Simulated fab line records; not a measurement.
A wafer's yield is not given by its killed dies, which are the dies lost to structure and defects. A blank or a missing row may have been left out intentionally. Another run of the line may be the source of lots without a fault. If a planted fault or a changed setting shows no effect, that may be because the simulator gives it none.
A struck lot beside a sound one | flow n5 finfet | 15 out of 1938 route steps
Sound: wafers L958.3, L958.5, L958.6. Struck: wafer L964.3; the same lot's L964.5 was not struck, so it is left out; see the end for the cause.
Per side, at each step with rows, come the tool, then ch with its chambers, and then its first start. Under that, the readings that differ: sound wafers | struck wafers | difference of the means | sigmas: that difference in standard deviations of wafers without a fault.
alike: readings with means less than 2 such deviations apart, plus words and numbers identical on both sides. not compared: withheld readings, readings lacking a value on some wafer, bounds such as >300 that could conceal the same value, and numbers that have no deviation in the record and whose values overlap.
Wherever a step has rows on one side only, a row that says differs or no value, or a row with sigmas, the two part there. Numbers that don't overlap but have no deviation are shown without sigmas and don't part them. A reading missing from all wafers of one side parts the sides only when that side holds two or more wafers.

first, 7 steps without rows for these wafers: N5_BEOL_M10_COAT_64 (time 60 s, resist thk 30 nm); N5_BEOL_M10_COAT_22 (resist thk 90 nm); N5_BEOL_M10_EBR_24; N5_BEOL_M10_SOFTBAKE_23 (time 60 s); N5_BEOL_M10_EXPOSE_25 (exposes mask V9); N5_BEOL_M10_PEB_26 (peb time 60 s); N5_BEOL_M10_DEVELOP_27 (develop time 30 s).
N5_BEOL_M10_CD_MEAS_28: the cd target is 70 nm.
  sound on cd sem-02 ch 0, day 10 06:24; struck on cd sem-01 ch 0, day 11 16:23
  alike: cd nm
N5_BEOL_M10_OVL_MEAS_29:
  sound on overlay-02 ch 0, day 10 06:26; struck on overlay-01 ch 0, day 11 16:25
  alike: V9_OVL
N5_BEOL_M10_INSPECT_30: inspects for defects (brightfield).
  struck on defect inspect-01, day 11 16:26; sound on defect inspect-01, day 10 06:27
  alike: raw defect count
N5_BEOL_M10_DESCUM_33: chemistry O2, time 7.9 s.
  sound on rie diel-03 ch 0,3, day 10 06:59; struck on rie diel-01 ch 1, day 11 16:31
  alike: drypump motor current A, oes product au, rf vpp V, showerhead plenum p Torr, throttle valve pct
  not compared: rf hours counter h
N5_BEOL_M10_ETCH_65: etches SiARC in CF4, target depth 39 nm, time 65 s.
  sound on rie diel-03 ch 0,3, day 10 07:02; struck on rie diel-01 ch 1, day 11 16:33
  reading                         | sound          | struck | difference | sigmas
  showerhead plenum p Torr (Torr) | 2.21 2.22 2.21 | 2.03   | -0.18      | -2
  alike: drypump motor current A, etch rf on time s, oes product au, rf vpp V, throttle valve pct
  not compared: rf hours counter h
N5_BEOL_M10_ETCH_66: etches SOC in N2/H2, target depth 120 nm, overetch 24 nm, time 180 s.
  sound on rie diel-03 ch 0,3, day 10 07:05; struck on rie diel-01 ch 1, day 11 16:36
  reading                                     | sound       | struck | difference | sigmas
  rf vpp V (V)                                | 526 527 526 | 518    | -8         | -3
  model.SiARC_of_BEOL_M10_COAT_64.thk nm (nm) | 23 22.6 23  | 24.8   | +1.9       |
  alike: drypump motor current A, oes product au, showerhead plenum p Torr, throttle valve pct
  not compared: rf hours counter h
then, 1 step without rows for these wafers: N5_BEOL_M10_STRIP_69 (strips in N2/H2).
-- a jump in the record: the struck wafers' starts before and after are 2 days apart (it breaks off in module BEOL_M10 and resumes in module PASSIVATION, where the first step shown is number 1936 of the route) --
N5_PASSIVATION_PROBE_49:
  only the struck wafers here have rows in the record (prober-01, day 13 19:47); the sound ones have none

WHERE THEY PART
Last at N5_PASSIVATION_PROBE_49 as far as this record goes, first at N5_BEOL_M10_ETCH_65.

WHY: what had been put in by the simulator
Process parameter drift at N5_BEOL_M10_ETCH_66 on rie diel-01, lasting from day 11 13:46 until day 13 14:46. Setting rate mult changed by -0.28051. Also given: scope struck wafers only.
